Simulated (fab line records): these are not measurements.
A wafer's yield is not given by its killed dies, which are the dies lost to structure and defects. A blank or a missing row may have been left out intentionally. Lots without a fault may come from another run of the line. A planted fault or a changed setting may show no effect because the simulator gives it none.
Chamber matching | flow n5_finfet | 4 sister chambers for N5_STI_FIN_REVEAL_ALD_00 on ald_sin-01
The step deposits SiO2, target thk 1 nm, pulse time 1 s. 8 wafers are shown with their chamber, then 11 later ones without.

## WAFERS PAIRED WITH THEIR CHAMBERS
wafer  | chamber | heater_power_w (W) | precursor_pulse_height_rel
L083.2 | 1       | 454                | 1.046
L083.4 | 0       | 505                | 0.995
L087.3 | 2       | 446                | 1.013
L087.4 | 1       | 467                | 0.950
L088.1 | 3       | 493                | 1.006
L088.3 | 2       | 439                | 0.989
L088.4 | 0       | 482                | 1.004
L090.1 | 3       | 492                | 0.984

## WAFERS MISSING THEIR CHAMBER
wafer  | heater_power_w (W) | precursor_pulse_height_rel
L090.2 | 456                | 1.028
L090.4 | 491                | 0.990
L091.4 | 456                | 0.989
L091.5 | 496                | 0.989
L091.6 | 454                | 1.000
L092.1 | 501                | 1.000
L092.3 | 496                | 1.006
L092.4 | 495                | 0.993
L096.3 | 498                | 0.999
L096.5 | 493                | 0.989
L096.6 | 466                | 0.982

## WHICH CHAMBER EACH WENT THROUGH
wafer  | from the rows above     | in truth
L090.2 | can't be placed: 1 or 2 | 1
L090.4 | can't be placed: 3 or 0 | 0
L091.4 | can't be placed: 1 or 2 | 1
L091.5 | can't be placed: 0 or 3 | 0
L091.6 | can't be placed: 1 or 2 | 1
L092.1 | can't be placed: 0 or 3 | 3
L092.3 | can't be placed: 0 or 3 | 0
L092.4 | can't be placed: 0 or 3 | 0
L096.3 | can't be placed: 0 or 3 | 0
L096.5 | can't be placed: 3 or 0 | 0
L096.6 | can't be placed: 1 or 2 | 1
0 of 11 placed correctly. Not placeable from these rows: 11 (in 11, the candidates include the true chamber). Number placed wrongly: 0.
How it was worked out, from the rows above alone: a wafer's distance from a chamber is the root of the sum, over the readings, of the square of ((its reading less the chamber's mean) divided by the reading's scatter). The wafer belongs to the nearest chamber; if the next one is less than 2 further off, it can't be placed. The mean given for a chamber averages the wafers shown for that chamber. The scatter: take each reading less its chamber's mean, square it, sum over the shown wafers, divide by the number of wafers less the number of chambers, and take the root.
